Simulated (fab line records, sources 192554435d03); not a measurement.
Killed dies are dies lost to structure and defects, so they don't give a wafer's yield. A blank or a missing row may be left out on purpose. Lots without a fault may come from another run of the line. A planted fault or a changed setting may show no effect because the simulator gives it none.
fab line records | flow n5_finfet
record lots=5 wafers=15 last_day=17
route steps=1938 shown BEOL_M0_SAQP@699 BEOL_M0_CUTY@701 BEOL_M4@1111
lots that met no fault: from a run of the same line without faults
start_h: hours from the record's first day to the start of the lot's first wafer shown | wait_h: hours since the lot's step before | " the same as in the row above | L1.1+2: a row that stands for several wafers | - no value, or no start given | * or withheld: withheld | < > ~ a bound
route shown NAME@n: a module of which the file shows steps, and the number in the route of the first | usual: mean/standard deviation of fault-free wafers | same: alike in all rows | chamber/n: place in a boat | sites: the reading at each site | _std_site: their standard deviation | _edge_site: outer sites' mean less inner sites' | radius_mm: how far each site lies from the wafer's centre | mask NAME#n: copy n | behind: the tool/chamber that last shaped the wafer | hold: why the lot was held/for how many hours/how that ended | device: the transistor (n, p or np) that didn't switch | end of line: the same wafers' tests at the end of the route | a step without rows: its recipe alone | killed: dies lost to structure and defects at the first sort, not the wafer's yield | map: a wafer's dies, x killed, . not, _ none there
set.NAME: the setting as run; set.NAME@STEP: as run at that earlier step | model.NAME: the simulator's own value behind a step, which no gauge read
lots at some steps of the route; a table a step, a row a wafer
services: from which hour (start_h, from the record's first day; less than 0 if before it) a tool's chamber was out of use, for how many hours, and why
## steps
# step N5_BEOL_M0_SAQP_ETCH_49
# recipe chemistry=CF4/O2 target_depth_a=370 target=SiO2 pressure_mtorr=40 source_w=535 bias_w=49 Ar_flow_sccm=100 cf4_flow_sccm=100 O2_flow_sccm=10 ion_energy_ev=100
# step N5_BEOL_M0_SAQP_STRIP_75
# recipe chemistry=CF4 resist=SiARC power_w=300 bias_power_w=75 pressure_mtorr=50 cf4_flow_sccm=150 rf_frequency_hz=6e+07
# step N5_BEOL_M0_CUTY_COAT_50
# recipe resist=SiARC temp_c=220 time_s=60 spin_rpm=1500 resist_thk_nm=15
# step N5_BEOL_M0_CUTY_COAT_51
# recipe resist=CAR-ArF-block spin_rpm=1500 resist_thk_nm=150
# step N5_BEOL_M0_CUTY_EBR_52
# recipe solvent=PGMEA ebr_width_mm=1.5
# step N5_BEOL_M0_CUTY_SOFTBAKE_53
# recipe temp_c=110 time_s=60 resist=CAR-ArF-block
# step N5_BEOL_M0_CUTY_EXPOSE_54
# recipe mask_id=M0_ABLK na=1.35 source_shape=conventional sigma_outer=0.8 polarization=unpolarized dose_mj=36
# step N5_BEOL_M0_CUTY_PEB_55
# recipe peb_temp_c=110 peb_time_s=60 resist=CAR-ArF-block
# step N5_BEOL_M0_CUTY_DEVELOP_56
# recipe develop_time_s=30 developer=TMAH resist=CAR-ArF-block rinse_liquid=diw dry=air_spin dev_temp_c=23
# step N5_BEOL_M0_CUTY_DESCUM_61
# recipe chemistry=O2 time_s=7.9 source_power_w=50 bias_power_w=20 pressure_mtorr=20 rf_frequency_hz=2.712e+07 temp_c=40 resist=CAR-ArF-block o2_flow_sccm=225
# usual chamber_pressure_mTorr=20.002/0.018 drypump_motor_current_A=5.4/0.52 o2_flow_sccm=225.1/0.73 oes_product_au=0.79/0.1 rf_vpp_V=243.2/1.1 showerhead_plenum_p_Torr=2.10/0.053 throttle_valve_pct=20.55/0.26
# columns lot.wafer tool chamber start_h wait_h chamber_pressure_mTorr drypump_motor_current_A o2_flow_sccm oes_product_au rf_hours_counter_h rf_vpp_V showerhead_plenum_p_Torr throttle_valve_pct model.CAR-ArF-block_of_BEOL_M0_CUTY_COAT_51.thk_nm
L517.1 rie_diel-06 2 193.25 0.0 20.007 4.7 224.4 0.98 1 243.0 2.08 20.53 143.6
L517.3 " 0 " " 19.978 5.2 225.6 0.88 41 242.3 2.12 20.06 143.2
L517.6 " 0 " " 20.002 5.2 226.0 0.87 - 243.3 2.12 20.07 143.4
L519.1 rie_diel-06 1 200.50 0.0 19.974 5.9 224.7 0.67 241 241.6 2.05 20.77 142.6
L519.2 " 3 " " 19.987 4.8 224.2 0.68 219 244.1 2.17 20.83 143.2
L519.3 " 0 " " 20.000 5.2 224.8 0.86 44 244.3 2.12 20.08 143.4
L520.1 rie_diel-06 0 205.02 0.0 20.038 5.2 224.6 0.86 46 244.5 2.12 20.08 142.6
L520.3 " 1 " " 20.016 5.9 225.8 0.67 242 242.5 2.05 20.78 144
L520.4 " 3 " " 19.987 4.8 225.1 0.69 220 244.7 2.17 20.84 143.2
L523.1 rie_diel-06 3 219.49 0.0 20.007 4.8 224.8 0.67 226 244.9 2.17 20.84 142.6
L523.3 " 0 " " 20.032 5.2 224.5 0.86 51 243.0 2.12 20.08 144
L523.6 " 1 " " 19.999 5.9 225.7 0.66 - 243.3 2.05 20.79 143.8
L527.2 rie_diel-05 2 246.06 0.3 19.994 4.9 225.8 0.72 185 241.4 2.01 20.69 143.8
L527.3 " 3 " " 20.008 6.1 226.7 0.68 225 243.0 2.08 20.75 143.6
L527.5 " 2 " " 20.020 4.8 226.2 0.73 - 241.8 2.01 20.70 143.6
# step N5_BEOL_M0_CUTY_ETCH_62
# recipe chemistry=CF4 target=SiARC mask_material=CAR-ArF-block time_s=58.5 ion_energy_ev=80 pressure_mtorr=40 source_w=545 bias_w=36 Ar_flow_sccm=100 cf4_flow_sccm=100 ends=cleared
# usual cf4_flow_sccm=100.0/0.33 chamber_pressure_mTorr=40.00/0.036 drypump_motor_current_A=5.4/0.53 etch_rf_on_time_s=59.1/2.1 mfc_ar_sccm=99.93/0.29 oes_product_au=0.67/0.094 rf_vpp_V=184.1/0.97 showerhead_plenum_p_Torr=2.15/0.048 throttle_valve_pct=15.68/0.28
# columns lot.wafer tool chamber start_h wait_h cf4_flow_sccm chamber_pressure_mTorr drypump_motor_current_A etch_rf_on_time_s mfc_ar_sccm oes_product_au rf_hours_counter_h rf_vpp_V showerhead_plenum_p_Torr throttle_valve_pct model.CAR-ArF-block_of_BEOL_M0_CUTY_COAT_51.thk_nm
L517.1 rie_diel-06 2 193.29 0.0 99.7 39.98 4.7 58.0 99.86 0.84 1 181.6 2.11 15.51 118.6
L517.3 " 0 " " 99.6 40.04 5.3 57.0 100.11 0.76 41 184.7 2.19 15.31 118.2
L517.6 " 0 " " 100.3 40.01 5.2 56.9 100.18 0.76 - 184.9 2.19 15.31 118.2
L519.1 rie_diel-06 1 200.54 0.0 100.1 40.04 5.9 62.2 99.84 0.56 241 182.7 2.11 16.02 117.4
L519.2 " 3 " " 99.6 40.05 4.8 60.1 99.87 0.58 219 185.8 2.21 15.90 118
L519.3 " 0 " " 100.3 40.05 5.2 56.7 100.09 0.75 44 184.4 2.19 15.33 118.4
L520.1 rie_diel-06 0 205.05 0.0 99.5 39.95 5.2 57.0 99.72 0.75 46 184.9 2.19 15.31 117.6
L520.3 " 1 " " 99.7 39.95 5.9 62.3 99.90 0.56 242 183.7 2.11 16.03 119
L520.4 " 3 " " 99.8 40.05 4.8 60.0 100.06 0.58 220 184.1 2.21 15.91 118
L523.1 rie_diel-06 3 219.53 0.0 99.8 39.99 4.8 60.0 100.07 0.58 226 184.7 2.21 15.92 117.4
L523.3 " 0 " " 99.8 40.04 5.2 56.1 99.97 0.75 51 184.7 2.19 15.31 119
L523.6 " 1 " " 100.1 40.00 5.9 61.5 99.73 0.56 - 184.6 2.11 16.03 118.8
L527.2 rie_diel-05 2 246.10 0.0 99.9 39.96 4.9 55.9 99.73 0.62 185 182.2 2.04 15.75 118.6
L527.3 " 3 " " 99.7 39.95 6.1 62.7 100.26 0.58 225 184.9 2.12 15.88 118.6
L527.5 " 2 " " 99.8 39.99 4.8 56.1 100.09 0.62 - 182.1 2.04 15.75 118.6
# step N5_BEOL_M0_CUTY_ETCH_63
# recipe chemistry=N2/H2 target=SOC target_depth_a=827 overetch_a=165 mask_material=SiARC temp_c=40 ion_energy_ev=200 time_s=124 pressure_mtorr=30 source_w=840 bias_w=150 n2_flow_sccm=200 h2_flow_sccm=200
# step N5_BEOL_M4_RC_MEAS_101
# usual DIBL_N=36.9/2.1 DIBL_P=37.1/2.5 IOFF_N=0.17/0.039 IOFF_P=0.23/0.043 ION_N=673/15 ION_P=462/9.1 SS_N=71.8/0.69 SS_P=73.6/0.74 VT_N=250/3.6 VT_P=-249.7/2.9
# columns lot.wafer tool chamber start_h wait_h DIBL_N[mV/V] DIBL_P[mV/V] IOFF_N[nA/um] IOFF_P[nA/um] ION_N[uA/um] ION_P[uA/um] SS_N[mV/dec] SS_P[mV/dec] VT_N[mV] VT_P[mV]
L517.1 prober-02 0 242.29 0.0 34.7 36.9 0.15 0.22 672 462 71.4 73.3 252 -248.3
L517.3 " 0 " " 36.3 38.0 0.17 0.25 668 461 72.2 73.6 253 -250.1
L517.6 " 0 " " 32.3 33.3 0.12 0.17 649 450 72.0 71.9 255 -253.8
L519.1 prober-01 0 257.49 0.0 37.7 38.6 0.18 0.25 681 471 71.3 73.1 248 -247.8
L519.2 " 0 " " 39.9 40.1 0.20 0.27 669 458 72.0 74.2 249 -248.6
L519.3 " 0 " " 35.8 35.0 0.14 0.19 671 467 70.7 73.1 253 -252.3
L520.1 prober-02 0 259.83 0.0 38.3 40.0 0.19 0.24 685 465 72.6 74.2 244 -250.7
L520.3 " 0 " " 35.9 36.5 0.14 0.18 666 454 71.8 73.7 254 -255.0
L520.4 " 0 " " 40.8 42.8 0.24 0.28 692 468 72.4 75.5 248 -251.3
L523.1 prober-01 0 279.40 0.0 34.8 34.5 0.13 0.16 670 456 71.0 72.6 255 -254.5
L523.3 " 0 " " 34.7 35.2 0.12 0.17 648 450 71.9 73.1 256 -254.4
L523.6 " 0 " " 35.3 34.9 0.13 0.16 640 442 71.6 72.8 256 -255.4
L527.2 prober-02 0 302.25 0.2 33.7 33.2 0.11 0.17 641 446 70.5 72.0 255 -254.4
L527.3 " 0 " " 33.9 32.4 0.12 0.16 660 451 71.4 72.4 251 -255.9
L527.5 " 0 " " 36.3 35.9 0.15 0.20 657 453 71.7 73.6 252 -250.6
## services
# columns tool chamber start_h hours kind
rie_diel-06 - 223.44 14.6 pm
rie_diel-05 - 229.22 0.1 repair
rie_diel-06 1 242.74 - clean
rie_diel-06 1 242.74 - consumable_replace:focus_ring
rie_diel-06 1 242.74 21.2 scheduled_down
rie_diel-06 1 242.74 21.2 vent_cycle
## key
first_sign none at tools or gauges
model_effect step=N5_BEOL_M0_CUTY_DESCUM_61 value=CAR-ArF-block_of_BEOL_M0_CUTY_COAT_51.thk_nm without=143.6 struck=142.8
model_effect step=N5_BEOL_M0_CUTY_ETCH_62 value=CAR-ArF-block_of_BEOL_M0_CUTY_COAT_51.thk_nm without=118.6 struck=117.6
met_at N5_BEOL_M0_CUTY_DESCUM_61
struck_wafers L519.1,L520.1,L520.4,L523.1
baseline_loss step=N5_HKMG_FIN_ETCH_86 wafers=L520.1
onset_between 193.25 200.50
fault kind=process_parameter_drift tool=rie_diel-06 chamber=- onset_h=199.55 steps=N5_BEOL_M0_CUTY_DESCUM_61 channel=time_s offset=* shape=step end_h=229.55 scope=struck_wafers_only acts_in=* stated=*
# baseline_loss: these wafers lose ten dies or more at that step, a loss of the line's own and not of a fault; the sort's usual values leave them out
